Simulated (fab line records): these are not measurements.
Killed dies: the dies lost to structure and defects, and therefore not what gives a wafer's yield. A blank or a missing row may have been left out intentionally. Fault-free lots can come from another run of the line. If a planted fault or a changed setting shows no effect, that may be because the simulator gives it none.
Which tool was responsible?    flow n5Finfet    31 wafers from 11 lots sampled at 2 of the route's 1938 steps

== WHAT THE GAUGES SHOWED, per wafer ==
N5_BEOL_M2_THK_MEAS_53: measures by xrf.
lot   measured      on            M2_THK (nm)
L902  day 6 19:46   filmMetro-02  42.0 39.1 41.8
L903  day 7 09:18   filmMetro-01  38.4 39.8 37.8
L906  day 7 23:52   filmMetro-02  40.7 42.7 41.5
L908  day 8 16:10   filmMetro-02  41.5 39.3 41.3
L909  day 9 08:43   filmMetro-02  41.9 39.5 40.8
L914  day 10 14:31  filmMetro-01  40.4 39.8
L916  day 10 17:30  filmMetro-01  42.1 40.9
L920  day 11 14:34  filmMetro-01  40.0 38.1 41.6
L923  day 12 07:11  filmMetro-01  40.1 40.9 39.8
L922  day 12 14:46  filmMetro-02  41.0 39.1 40.8
L924  day 12 20:16  filmMetro-02  39.9 38.7 40.0

== EACH LOT AND THE TOOL THAT RAN IT (in order: tool; ch and the chambers of the sampled wafers; start) ==
lot   N5_BEOL_M2_ANNEAL_93
L902  pvdSputter-02, day 6 18:37
L903  pvdSputter-02, day 7 08:09
L906  pvdSputter-02, day 7 22:43
L908  pvdSputter-02, day 8 15:01
L909  pvdSputter-03, day 9 00:19
L914  pvdSputter-03, day 10 12:54
L916  pvdSputter-01, day 10 15:58
L920  pvdSputter-01, day 11 13:24
L923  pvdSputter-02, day 12 06:02
L922  pvdSputter-03, day 12 13:37
L924  pvdSputter-02, day 12 18:59
- N5_BEOL_M2_ANNEAL_93: time 240 s.

== THE ANSWER, worked out from the rows above alone ==
Rule: what is usual is taken from the lots themselves. Put in order of their means at a reading, lots are off if they are a third of the lots or fewer, leave a main group of 4 or more, and stand apart from it by a gap of 3 or more times the standard deviation of the main group's means; of several such gaps the widest counts. A main group is skipped when, at the precision printed for the reading in the tables above, its means are all equal. A lot without any number at a reading at which 4 lots or more have one is off too. Any other lot the step has rows for is counted as sound.
No lot is off at any reading shown: from this, nothing can be told.

== WHAT HAD BEEN PUT IN BY THE SIMULATOR ==
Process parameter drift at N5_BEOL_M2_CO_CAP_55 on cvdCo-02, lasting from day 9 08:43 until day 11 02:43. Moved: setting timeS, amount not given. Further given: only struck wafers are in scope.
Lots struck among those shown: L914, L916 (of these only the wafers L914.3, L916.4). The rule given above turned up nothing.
